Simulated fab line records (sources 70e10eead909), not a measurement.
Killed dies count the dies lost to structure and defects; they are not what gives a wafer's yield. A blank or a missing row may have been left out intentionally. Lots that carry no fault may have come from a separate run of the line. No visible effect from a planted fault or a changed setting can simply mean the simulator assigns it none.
Chamber matching ; flow nandHarc ; NHARC_P_M1_CMP_23 on cmp-03: 4 sister chambers
The step polishes, t overpolish 20 s, target thk 157.82 nm. 8 wafers are shown with their chamber, then 7 later ones without.

== EACH WAFER AND ITS CHAMBER ==
wafer;chamber;motorCurrentA (A);timeToEndpointS (s)
L080.3;1;12.3;31.3
L081.4;3;12.3;29.5
L082.1;0;11.4;27.1
L085.4;1;13.5;28.9
L087.2;2;12.8;26.8
L089.1;3;12.2;26.1
L089.4;0;11.3;25.6
L093.3;2;12.7;26.2

== WAFERS MISSING THEIR CHAMBER ==
wafer;motorCurrentA (A);timeToEndpointS (s)
L092.3;11.9;28.0
L092.4;12.6;30.1
L094.2;12.3;25.3
L094.3;11.1;26.5
L094.4;12.6;30.5
L095.3;12.2;30.6
L095.4;13.3;30.2

== WHICH CHAMBER EACH WENT THROUGH ==
wafer;from the rows above;in truth
L092.3;can't be placed: 3 or 0 or 2 or 1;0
L092.4;can't be placed: 1 or 3 or 2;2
L094.2;can't be placed: 2 or 3 or 0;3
L094.3;0;0
L094.4;can't be placed: 1 or 3 or 2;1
L095.3;can't be placed: 1 or 3 or 2 or 0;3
L095.4;can't be placed: 1 or 2 or 3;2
1 of 7 placed correctly. Unplaceable from these rows: 6, with the true chamber sitting among the candidates in 6. Placed wrongly: 0.
How it was worked out, from the rows above alone: a wafer's distance from a chamber is the root of the sum, over the readings, of the square of ((its reading less the chamber's mean) divided by the reading's scatter). If the next closest chamber is less than 2 further off than the closest, the wafer can't be placed; otherwise it belongs to the closest. A chamber's mean is the mean of its shown wafers. The scatter: the root of (the sum of the squares of (reading less its chamber's mean) over the shown wafers, divided by (wafers less chambers)).
